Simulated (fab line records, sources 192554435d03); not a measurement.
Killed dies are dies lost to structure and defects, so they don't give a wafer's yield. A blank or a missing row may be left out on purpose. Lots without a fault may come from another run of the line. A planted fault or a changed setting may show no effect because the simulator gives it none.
fab line records | flow n5_finfet
record lots=7 wafers=21
route steps=1938 shown BEOL_M12@1616 BEOL_M13@1696 BEOL_M15@1776 PAD_METAL@1895 PASSIVATION@1930
start_h: hours from the record's first day to the start of the lot's first wafer shown | wait_h: hours since the lot's step before | " the same as in the row above | L1.1+2: a row that stands for several wafers | - no value, or no start given | * or withheld: withheld | < > ~ a bound
route shown NAME@n: a module of which the file shows steps, and the number in the route of the first | usual: mean/standard deviation of fault-free wafers | same: alike in all rows | chamber/n: place in a boat | sites: the reading at each site | _std_site: their standard deviation | _edge_site: outer sites' mean less inner sites' | radius_mm: how far each site lies from the wafer's centre | mask NAME#n: copy n | behind: the tool/chamber that last shaped the wafer | hold: why the lot was held/for how many hours/how that ended | device: the transistor (n, p or np) that didn't switch | end of line: the same wafers' tests at the end of the route | a step without rows: its recipe alone | killed: dies lost to structure and defects at the first sort, not the wafer's yield | map: a wafer's dies, x killed, . not, _ none there
set.NAME: the setting as run; set.NAME@STEP: as run at that earlier step | model.NAME: the simulator's own value behind a step, which no gauge read
lots whose settings were changed on purpose; a table a step, a row a wafer
## steps
# step N5_BEOL_M12_ETCH_59
# recipe chemistry=N2/H2 target=BARC target_depth_a=890 overetch_a=267 time_s=67.9 ion_energy_ev=200 pressure_mtorr=30 source_w=840 bias_w=150 n2_flow_sccm=200 h2_flow_sccm=200
# usual rf_vpp_V=523.8/2.9
# columns lot.wafer tool chamber start_h wait_h set.bias_w rf_vpp_V
L074.1 rie_diel-03 2 275.90 0.0 169.3 561.6
L074.3 " 0 " " 150 529.0
L074.5 " 1 " " 150 525.8
L076.1 rie_diel-01 3 288.54 0.0 150 520.7
L076.4 " 1 " " 150 521.8
L076.5 " 1 " " 150 521.6
L077.1 rie_diel-04 1 303.08 0.0 150 525.9
L077.4 " 1 " " 150 524.5
L077.5 " 0 " " 166.5 557.3
L080.1 rie_diel-04 2 325.49 0.0 150 519.5
L080.2 " 3 " " 150 527.3
L080.6 " 3 " " 150 528.3
L082.1 rie_diel-01 1 340.81 0.0 150 522.2
L082.4 " 2 " " 150 518.7
L082.6 " 3 " " 134.1 485.2
L083.4 rie_diel-04 3 346.01 0.0 165 560.5
L083.5 " 1 " " 165 556.8
L083.6 " 2 " " 150 519.3
L086.3 rie_diel-01 2 372.61 0.0 150 520.9
L086.4 " 1 " " 138.6 495.8
L086.5 " 0 " " 138.6 499.6
# step N5_BEOL_M12_VIA_ETCH_16
# recipe chemistry=C4F8/O2/Ar target=SiOC pressure_mtorr=30 source_w=3000 bias_w=700 Ar_flow_sccm=400 C4F8_flow_sccm=15 O2_flow_sccm=8 he_inner_torr=15 he_outer_torr=30 target_depth_a=7248 time_s=withheld ion_energy_ev=250 ends=cleared
# step N5_BEOL_M12_STRIP_63
# recipe chemistry=N2/H2 power_w=1000 temp_c=250 h2_frac=0.65 overash_fraction=0.3 pressure_mtorr=1000 n2_flow_sccm=1750 h2_flow_sccm=3250
# step N5_BEOL_M12_STRIP_71
# recipe chemistry=post_etch_residue_remover time_s=60 temp_c=25 remover_ph=withheld remover_water_wt_pct=withheld remover_fluoride_wt_pct=withheld
# step N5_BEOL_M12_SRD_72
# recipe time_s=30 temp_c=23 rinse_liquid=diw dry=n2_spin spin_rpm=1500 dry_time_s=30
# step N5_BEOL_M12_CD_MEAS_17
# recipe target_cd_nm=140 polarity=opening
# usual cd_nm=140.0/2.2
# columns lot.wafer tool chamber start_h wait_h set.peb_time_s@BEOL_M12_PEB_08 cd_nm
L074.1 cd_sem-03 - 276.36 0.0 72.26 129.0
L074.3 " - " " 90 136.1
L074.5 " - " " 90 140.6
L076.1 cd_sem-02 - 289.00 0.0 90 140.2
L076.4 " - " " 90 136.2
L076.5 " - " " 71.41 131.0
L077.1 cd_sem-02 - 303.54 0.0 90 140.8
L077.4 " - " " 81.64 136.9
L077.5 " - " " 81.64 136.9
L080.1 cd_sem-03 - 325.95 0.0 90 140.7
L080.2 " - " " 90 142.3
L080.6 " - " " 90 142.0
L082.1 cd_sem-02 - 341.31 0.0 90 140.8
L082.4 " - " " 90 139.1
L082.6 " - " " 90 140.3
L083.4 cd_sem-02 - 346.47 0.0 90 142.4
L083.5 " - " " 90 139.9
L083.6 " - " " 90 139.3
L086.3 cd_sem-02 - 373.07 0.0 101.6 143.1
L086.4 " - " " 90 136.1
L086.5 " - " " 101.6 144.3
# step N5_BEOL_M13_TRENCH_ETCH_34
# recipe chemistry=C4F8/O2/Ar target=SiOC target_depth_a=4134.7 mask_material=SOC pressure_mtorr=30 source_w=3000 bias_w=700 Ar_flow_sccm=400 C4F8_flow_sccm=15 O2_flow_sccm=8 he_inner_torr=15 he_outer_torr=30 time_s=162.6 ion_energy_ev=250
# columns lot.wafer tool chamber start_h wait_h set.time_s model.etch.depth_nm
L074.1 rie_diel-05 3 282.65 0.0 189.5 471.8
L074.3 " 0 " " 162.6 421.4
L074.5 " 2 " " 189.5 484.4
L076.1 rie_diel-06 2 294.36 0.0 162.6 408.9
L076.4 " 0 " " 144.1 364.1
L076.5 " 0 " " 162.6 410.2
L077.1 rie_diel-06 3 312.05 0.0 162.6 400.3
L077.4 " 0 " " 137.8 344.5
L077.5 " 2 " " 162.6 404.4
L080.1 rie_diel-02 2 331.45 0.0 162.6 416.6
L080.2 " 3 " " 162.6 418.9
L080.6 " 0 " " 162.6 417.9
L082.1 rie_diel-05 3 347.75 0.0 162.6 419.8
L082.4 " 0 " " 186.1 479.9
L082.6 " 0 " " 186.1 480.2
L083.4 rie_diel-05 0 351.93 0.0 179.8 462.3
L083.5 " 2 " " 162.6 410.2
L083.6 " 3 " " 179.8 466.2
L086.3+4 rie_diel-05 2,1 379.03 0.0 198.7 507.7
L086.5 " 2 " " 162.6 411.5
# step N5_BEOL_M13_STRIP_70
# recipe chemistry=C4F8/O2/Ar resist=SiARC rf_frequency_hz=6e+07
# step N5_BEOL_M13_OCD_MEAS_35
# usual trench_depth_nm=411/5.9
# columns lot.wafer tool chamber start_h wait_h set.time_s@BEOL_M13_TRENCH_ETCH_34 trench_depth_nm
L074.1 ocd-02 - 282.82 0.0 189.5 472
L074.3 " - " " 162.6 422
L074.5 " - " " 189.5 484
L076.1 ocd-02 - 294.53 0.0 162.6 409
L076.4 " - " " 144.1 364
L076.5 " - " " 162.6 410
L077.1 ocd-02 - 312.23 0.0 162.6 400
L077.4 " - " " 137.8 345
L077.5 " - " " 162.6 405
L080.1 ocd-01 - 331.62 0.0 162.6 417
L080.2 " - " " 162.6 419
L080.6 " - " " 162.6 418
L082.1 ocd-01 - 347.92 0.0 162.6 420
L082.4 " - " " 186.1 479
L082.6 " - " " 186.1 480
L083.4 ocd-01 - 352.11 0.0 179.8 463
L083.5 " - " " 162.6 410
L083.6 " - " " 179.8 466
L086.3 ocd-02 - 379.21 0.0 198.7 508
L086.4 " - " " 198.7 508
L086.5 " - " " 162.6 411
# step N5_BEOL_M13_SPUTTER_43
# recipe material=TaN target_thk_a=150 temp_c=50 bias_v=168.6 power_w=15000 chamber_pressure_pa=0.12 time_s=24.19
# columns lot.wafer tool chamber start_h wait_h set.time_s model.TaN_of_BEOL_M13_SPUTTER_43.thk_nm
L074.1+3 pvd_sputter-03 - 283.32 0.0 24.19 15.2
L074.5 " - " " 24.19 15
L076.1 pvd_sputter-02 - 295.93 0.0 26.63 16.2
L076.4+5 " - " " 24.19 14.6
L077.1+5 pvd_sputter-01 - 312.75 0.0 24.19 15
L077.4 " - " " 22.67 14.2
L080.1 pvd_sputter-01 - 332.80 0.0 24.19 15.4
L080.2+6 " - " " 24.19 15.2
L082.1 pvd_sputter-01 - 349.16 0.0 26.35 16.4
L082.4 " - " " 24.19 15
L082.6 " - " " 26.35 16.2
L083.4+5 pvd_sputter-02 - 352.56 0.0 24.19 14.8
L083.6 " - " " 22.26 13.8
L086.3+5 pvd_sputter-03 - 383.99 0.0 22.7 14.2
L086.4 " - " " 24.19 14.8
# step N5_BEOL_M13_SPUTTER_44
# recipe material=Ta target_thk_a=100 temp_c=50 bias_v=80 power_w=15000 chamber_pressure_pa=0.07 time_s=16.13
# step N5_BEOL_M13_SPUTTER_45
# recipe material=Cu target_thk_a=800 temp_c=-20 bias_v=60 power_w=26000 chamber_pressure_pa=0.13 time_s=13.33
# step N5_BEOL_M13_ECD_47
# recipe material=Cu target_thk_a=9360
# step N5_BEOL_M13_ANNEAL_48
# recipe temp_c=225 time_s=90 ambient=N2
# step N5_BEOL_M13_CMP_49
# recipe stop_on=SiOC t_overpolish_s=17.1 down_force_psi=1 platen_rpm=50 clearing_platen_down_force_psi=1.5 clearing_platen_rpm=50 post_cmp_clean=cu_alkaline target_thk_nm=420 clearing_platen_pad_velocity_m_s=0.99484 pad_velocity_m_s=0.99484
# columns lot.wafer tool chamber start_h wait_h set.time_s@BEOL_M13_TRENCH_ETCH_34 model.Cu_of_BEOL_M13_ECD_47.thk_nm
L074.3 cmp-03 3 284.29 0.2 162.6 426.8
L074.1 " 0 " " 189.5 479.4
L074.5 " 2 " " 189.5 490.2
L076.1 cmp-02 3 296.69 0.3 162.6 413.6
L076.4 " 0 " " 144.1 371.4
L076.5 " 3 " " 162.6 419.4
L077.1 cmp-03 2 313.68 0.3 162.6 406.8
L077.4 " 3 " " 137.8 351.8
L077.5 " 2 " " 162.6 412.2
L080.1 cmp-03 3 334.05 0.5 162.6 422.4
L080.2 " 2 " " 162.6 424.8
L080.6 " 0 " " 162.6 425.2
L082.1 cmp-01 3 350.25 0.4 162.6 424.8
L082.4 " 0 " " 186.1 484.8
L082.6 " 3 " " 186.1 486.2
L083.4 cmp-02 2 353.39 0.2 179.8 468.4
L083.6 " 0 " " 179.8 472.8
L083.5 " 1 " " 162.6 414.8
L086.4 cmp-03 1 384.79 0.2 198.7 514.2
L086.3 " 3 " " 198.7 515.2
L086.5 " 1 " " 162.6 419.4
# step N5_BEOL_M13_THK_MEAS_50
# recipe thk_meas_gauge=xrf reads=Cu_of_BEOL_M13_ECD_47
# usual M13_THK=418/7
# columns lot.wafer tool chamber start_h wait_h set.time_s@BEOL_M13_TRENCH_ETCH_34 M13_THK[nm]
L074.1 film_metro-02 - 284.55 - 189.5 484
L074.3 " - " " 162.6 429
L074.5 " - " " 189.5 492
L076.1 film_metro-01 - 296.98 - 162.6 415
L076.4 " - " " 144.1 374
L076.5 " - " " 162.6 423
L077.1 film_metro-01 - 313.97 - 162.6 405
L077.4 " - " " 137.8 352
L077.5 " - " " 162.6 411
L080.1 film_metro-02 - 334.35 - 162.6 423
L080.2 " - " " 162.6 424
L080.6 " - " " 162.6 424
L082.1 film_metro-02 - 350.51 - 162.6 422
L082.4 " - " " 186.1 485
L082.6 " - " " 186.1 485
L083.4 film_metro-01 - 353.61 - 179.8 475
L083.5 " - " " 162.6 421
L083.6 " - " " 179.8 479
L086.3 film_metro-01 - 385.05 - 198.7 519
L086.4 " - " " 198.7 517
L086.5 " - " " 162.6 422
# step N5_BEOL_M13_PRE_CLEAN_52
# recipe gas=NH3 time_s=15 temp_c=withheld rf_power_w=300
# step N5_BEOL_M13_DEP_53
# recipe material=SiCN target_thk_a=500 temp_c=withheld precursor=3MS/NH3 pressure_torr=3 rf_w=675 time_s=17.8
# step N5_BEOL_M13_RS_MEAS_54
# recipe thk_meas_gauge=four-point-probe reads=Cu_of_BEOL_M13_ECD_47+Ta_of_BEOL_M13_SPUTTER_44+TaN_of_BEOL_M13_SPUTTER_43
# usual M13_RS=0.0452/0.00064
# columns lot.wafer tool chamber start_h wait_h set.time_s@BEOL_M13_TRENCH_ETCH_34 M13_RS[ohm/sq]
L074.1 film_metro-02 - 284.68 0.0 189.5 0.0390
L074.3 " - " " 162.6 0.0441
L074.5 " - " " 189.5 0.0383
L076.1 film_metro-02 - 297.14 0.1 162.6 0.0457
L076.4 " - " " 144.1 0.0510
L076.5 " - " " 162.6 0.0449
L077.1 film_metro-01 - 314.10 0.0 162.6 0.0464
L077.4 " - " " 137.8 0.0539
L077.5 " - " " 162.6 0.0459
L080.1 film_metro-01 - 334.47 0.0 162.6 0.0446
L080.2 " - " " 162.6 0.0444
L080.6 " - " " 162.6 0.0443
L082.1 film_metro-01 - 350.64 0.0 162.6 0.0444
L082.4 " - " " 186.1 0.0388
L082.6 " - " " 186.1 0.0386
L083.4 film_metro-01 - 353.74 0.0 179.8 0.0401
L083.5 " - " " 162.6 0.0455
L083.6 " - " " 179.8 0.0396
L086.3 film_metro-01 - 385.18 0.1 198.7 0.0364
L086.4 " - " " 198.7 0.0364
L086.5 " - " " 162.6 0.0450
# step N5_BEOL_M15_COAT_04
# recipe spin_rpm=1704 resist_thk_nm=800
# columns lot.wafer tool chamber start_h wait_h set.spin_rpm model.coat_of_BEOL_M15_COAT_04.thk_nm
L074.1 litho_track-01 0 - - 1557 840.8
L074.3 " 0 " " 1557 840.4
L074.5 " 0 " " 1704 803.6
L076.1 litho_track-01 0 - - 1704 801.8
L076.4 " 0 " " 1704 799.8
L076.5 " 0 " " 1704 803.2
L077.1 litho_track-05 0 - - 1568 833.6
L077.4 " 0 " " 1568 835.8
L077.5 " 0 " " 1568 832
L080.1 litho_track-01 0 - - 1704 802
L080.2 " 0 " " 1704 799.8
L080.6 " 0 " " 1704 798
L082.1 litho_track-05 0 - - 1704 801.2
L082.4 " 0 " " 1583 831.2
L082.6 " 0 " " 1583 830.4
L083.4 litho_track-05 0 - - 1704 798.2
L083.5 " 0 " " 1772 782.8
L083.6 " 0 " " 1772 783.8
L086.3 litho_track-05 0 - - 1704 798.4
L086.4 " 0 " " 1704 799
L086.5 " 0 " " 1704 798.8
# step N5_BEOL_M15_EBR_06
# recipe solvent=PGMEA ebr_width_mm=1.5
# step N5_BEOL_M15_SOFTBAKE_05
# recipe temp_c=130 time_s=60
# step N5_BEOL_M15_DESCUM_15
# recipe chemistry=O2 time_s=7.9 source_power_w=50 bias_power_w=20 pressure_mtorr=20 rf_frequency_hz=2.712e+07 temp_c=40 o2_flow_sccm=225
# step N5_BEOL_M15_ETCH_59
# recipe chemistry=N2/H2 target=BARC target_depth_a=890 overetch_a=267 time_s=67.9 ion_energy_ev=200 pressure_mtorr=30 source_w=840 bias_w=150 n2_flow_sccm=200 h2_flow_sccm=200
# columns lot.wafer tool chamber start_h wait_h set.spin_rpm@BEOL_M15_COAT_04 model.coat_of_BEOL_M15_COAT_04.thk_nm
L074.1 rie_diel-06 3 289.52 0.0 1557 760.8
L074.3 " 1 " " 1557 757
L074.5 " 0 " " 1704 721.2
L076.1 rie_diel-06 3 302.65 0.0 1704 721
L076.4 " 1 " " 1704 715
L076.5 " 2 " " 1704 722.6
L077.1 rie_diel-05 3 320.70 0.0 1568 752.8
L077.4 " 0 " " 1568 753.2
L077.5 " 2 " " 1568 749
L080.1 rie_diel-05 0 342.71 0.0 1704 719.2
L080.2 " 2 " " 1704 716.8
L080.6 " 2 " " 1704 714.6
L082.1 rie_diel-02 0 359.67 0.0 1704 716.8
L082.4+6 " 2,1 " " 1583 748
L083.4 rie_diel-06 2 360.02 0.0 1704 716.6
L083.5 " 0 " " 1772 699
L083.6 " 2 " " 1772 702.6
L086.3 rie_diel-02 0 393.37 0.0 1704 714
L086.4 " 2 " " 1704 716.4
L086.5 " 0 " " 1704 714.6
# step N5_BEOL_M15_VIA_ETCH_16
# recipe chemistry=C4F8/O2/Ar target=SiO2 he_inner_torr=15 he_outer_torr=30 target_depth_a=17922 time_s=withheld ion_energy_ev=800 pressure_mtorr=20 source_w=1905 bias_w=2040 Ar_flow_sccm=400 C4F8_flow_sccm=16 O2_flow_sccm=12 ends=cleared
# columns lot.wafer tool chamber start_h wait_h set.spin_rpm@BEOL_M15_COAT_04 model.coat_of_BEOL_M15_COAT_04.thk_nm
L074.1 rie_diel-06 3 289.57 0.0 1557 370.8
L074.3 " 1 " " 1557 373.2
L074.5 " 0 " " 1704 327.4
L076.1 rie_diel-06 3 302.70 0.0 1704 339
L076.4 " 1 " " 1704 330.2
L076.5 " 2 " " 1704 337.6
L077.1 rie_diel-05 3 320.75 0.0 1568 371
L077.4 " 0 " " 1568 370
L077.5 " 2 " " 1568 361.8
L080.1 rie_diel-05 0 342.76 0.0 1704 339.2
L080.2 " 2 " " 1704 340.8
L080.6 " 2 " " 1704 329
L082.1 rie_diel-02 0 359.73 0.0 1704 334.8
L082.4 " 2 " " 1583 362.4
L082.6 " 1 " " 1583 357.4
L083.4 rie_diel-06 2 360.20 0.1 1704 331
L083.5 " 0 " " 1772 301.6
L083.6 " 2 " " 1772 320
L086.3 rie_diel-02 0 393.43 0.0 1704 333.6
L086.4 " 2 " " 1704 327.4
L086.5 " 0 " " 1704 321
# step N5_BEOL_M15_ETCH_61
# recipe chemistry=N2/H2 target=BARC target_depth_a=890 overetch_a=267 time_s=67.9 ion_energy_ev=200 pressure_mtorr=30 source_w=840 bias_w=150 n2_flow_sccm=200 h2_flow_sccm=200
# columns lot.wafer tool chamber start_h wait_h set.time_s model.coat_of_BEOL_M15_COAT_22.thk_nm
L074.1 rie_diel-02 0 291.11 0.0 67.9 707.2
L074.3+5 " 2,0 " " 67.9 712.8
L076.1 rie_diel-05 2 304.47 0.0 67.9 718.8
L076.4 " 0 " " 67.9 718.4
L076.5 " 1 " " 67.9 719.2
L077.1 rie_diel-06 2 322.36 0.0 74.8 710
L077.4 " 1 " " 74.8 705.6
L077.5 " 2 " " 67.9 717.2
L080.1 rie_diel-02 2 344.29 0.0 67.9 716.6
L080.2+6 " 1,2 " " 67.9 717.2
L082.1 rie_diel-05 0 361.78 0.0 75.82 714.4
L082.4 " 2 " " 75.82 712
L082.6 " 1 " " 67.9 722.6
L083.4 rie_diel-02 3 362.25 0.0 67.9 719.2
L083.5 " 3 " " 67.9 719
L083.6 " 0 " " 76.18 709.6
L086.3 rie_diel-02 2 395.60 0.0 67.9 719.6
L086.4 " 0 " " 62.77 723.6
L086.5 " 0 " " 62.77 721.4
# step N5_BEOL_M15_SPUTTER_44
# recipe material=Ta target_thk_a=150 temp_c=50 bias_v=80 power_w=15000 chamber_pressure_pa=0.07 time_s=24.19
# columns lot.wafer tool chamber start_h wait_h set.power_w model.Ta_of_BEOL_M15_SPUTTER_44.thk_nm
L074.1+3 pvd_sputter-01 - 292.41 0.0 17120 17
L074.5 " - " " 15000 15.2
L076.1+4 pvd_sputter-02 - 308.42 0.0 15000 15.2
L076.5 " - " " 15000 15
L077.1 pvd_sputter-01 - 324.01 0.0 15000 14.8
L077.4+5 " - " " 15000 15
L080.1+2+6 pvd_sputter-02 - 349.23 0.0 15000 14.8
L082.1+4 pvd_sputter-03 - 363.23 0.0 16670 17.2
L082.6 " - " " 15000 15.4
L083.4 pvd_sputter-02 - 365.44 0.0 15000 14.8
L083.5 " - " " 16200 16
L083.6 " - " " 16200 16.2
L086.3+4 pvd_sputter-01 - 400.89 0.0 15000 15
L086.5 " - " " 17290 17.2
# step N5_PASSIVATION_SPUTTER_20
# recipe material=TaN target_thk_a=500 temp_c=25 chamber_pressure_pa=0.4
# columns lot.wafer tool chamber start_h wait_h set.target_thk_a model.TaN_of_PASSIVATION_SPUTTER_20.thk_nm
L074.1 pvd_sputter-02 - 301.15 0.0 500 50.2
L074.3 " - " " 500 50.4
L074.5 " - " " 500 50.6
L076.1 pvd_sputter-01 - 321.63 0.0 463.7 46.8
L076.4 " - " " 500 50.6
L076.5 " - " " 463.7 47.4
L077.1+5 pvd_sputter-01 - 331.74 0.0 500 50.8
L077.4 " - " " 522.9 53.2
L080.1 pvd_sputter-03 - 357.25 0.0 500 50.6
L080.2 " - " " 500 50
L080.6 " - " " 500 51
L083.4 pvd_sputter-02 - 375.55 0.0 500 50
L083.5 " - " " 461.2 45.6
L083.6 " - " " 461.2 45.8
L082.1 pvd_sputter-02 - 375.93 0.0 500 50
L082.4+6 " - " " 500 50.4
L086.3 pvd_sputter-02 - 409.08 0.0 555.4 55
L086.4 " - " " 500 50.2
L086.5 " - " " 555.4 55.6
# step N5_PASSIVATION_ETCH_54
# recipe chemistry=CHF3/O2 target=SiO2 target_depth_a=8800 CHF3_flow_sccm=50 O2_flow_sccm=5 Ar_flow_sccm=200 time_s=440 mask_material=PR pressure_mtorr=30 source_w=650 bias_w=170 ion_energy_ev=200
# columns lot.wafer tool chamber start_h wait_h set.time_s model.etch.depth_nm model.PASSIVATION.feature_depth_nm
L074.1 rie_diel-01 3 304.33 0.1 440 894 894
L074.3 " 0 " " 440 844.6 844.6
L074.5 " 1 " " 440 883.4 883.4
L076.1 rie_diel-04 3 324.84 0.1 513 1014 1014
L076.4 " 0 " " 513 984.5 984.6
L076.5 " 3 " " 440 868.1 868
L077.1 rie_diel-04 0 335.08 0.1 440 844.9 845
L077.4 " 1 " " 440 857.4 857.4
L077.5 " 1 " " 440 865.8 865.8
L080.1 rie_diel-04 3 360.24 0.2 440 881.1 881
L080.2 " 1 " " 440 872.1 872.2
L080.6 " 1 " " 440 868 868
L083.4 rie_diel-03 1 378.52 0.1 440 866.8 866.8
L083.5 " 3 " " 440 874.2 874.2
L083.6 " 0 " " 440 879.2 879.2
L082.1 rie_diel-04 0 378.81 0.1 440 840.4 840.4
L082.4 " 1 " " 475.5 934.2 934.2
L082.6 " 0 " " 475.5 913.6 913.6
L086.3 rie_diel-01 0 412.04 0.1 478.9 936.6 936.6
L086.4 " 1 " " 478.9 967.9 967.8
L086.5 " 1 " " 440 887.5 887.6
## key
split step=N5_BEOL_M12_ETCH_59 setting=bias_w stated=150 by=wafer
response step=N5_BEOL_M12_ETCH_59 reading=rf_vpp_V change=+3.12 per=1% r=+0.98
split step=N5_BEOL_M13_TRENCH_ETCH_34 setting=time_s stated=162.6 by=wafer
response step=N5_BEOL_M13_TRENCH_ETCH_34 reading=model.etch.depth_nm change=+4.08 per=1% r=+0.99
response step=N5_BEOL_M13_OCD_MEAS_35 reading=trench_depth_nm change=+4.08 per=1% r=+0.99
response step=N5_BEOL_M13_CMP_49 reading=model.Cu_of_BEOL_M13_ECD_47.thk_nm change=+4.1 per=1% r=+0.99
response step=N5_BEOL_M13_THK_MEAS_50 reading=M13_THK change=+4.12 per=1% r=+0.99
response step=N5_BEOL_M13_RS_MEAS_54 reading=M13_RS change=-0.000419 per=1% r=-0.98
split step=N5_BEOL_M13_SPUTTER_43 setting=time_s stated=24.19 by=wafer
response step=N5_BEOL_M13_SPUTTER_43 reading=model.TaN_of_BEOL_M13_SPUTTER_43.thk_nm change=+0.138 per=1% r=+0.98
split step=N5_BEOL_M15_COAT_04 setting=spin_rpm stated=1704 by=wafer
response step=N5_BEOL_M15_COAT_04 reading=model.coat_of_BEOL_M15_COAT_04.thk_nm change=-4.18 per=1% r=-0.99
response step=N5_BEOL_M15_ETCH_59 reading=model.coat_of_BEOL_M15_COAT_04.thk_nm change=-4.33 per=1% r=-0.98
response step=N5_BEOL_M15_VIA_ETCH_16 reading=model.coat_of_BEOL_M15_COAT_04.thk_nm change=-4.57 per=1% r=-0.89
split step=N5_BEOL_M15_ETCH_61 setting=time_s stated=67.9 by=wafer
response step=N5_BEOL_M15_ETCH_61 reading=model.coat_of_BEOL_M15_COAT_22.thk_nm change=-0.77 per=1% r=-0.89
split step=N5_BEOL_M15_SPUTTER_44 setting=power_w stated=15000 by=wafer
response step=N5_BEOL_M15_SPUTTER_44 reading=model.Ta_of_BEOL_M15_SPUTTER_44.thk_nm change=+0.144 per=1% r=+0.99
split step=N5_PASSIVATION_SPUTTER_20 setting=target_thk_a stated=500 by=wafer
response step=N5_PASSIVATION_SPUTTER_20 reading=model.TaN_of_PASSIVATION_SPUTTER_20.thk_nm change=+0.492 per=1% r=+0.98
split step=N5_PASSIVATION_ETCH_54 setting=time_s stated=440 by=wafer
response step=N5_PASSIVATION_ETCH_54 reading=model.etch.depth_nm change=+8.17 per=1% r=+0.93
response step=N5_PASSIVATION_ETCH_54 reading=model.PASSIVATION.feature_depth_nm change=+8.17 per=1% r=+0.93
split outside_this_file step=N5_BEOL_M12_PEB_08 setting=peb_time_s
# split outside_this_file: this setting was split too, and the file shows its column; the key of that split is in another file
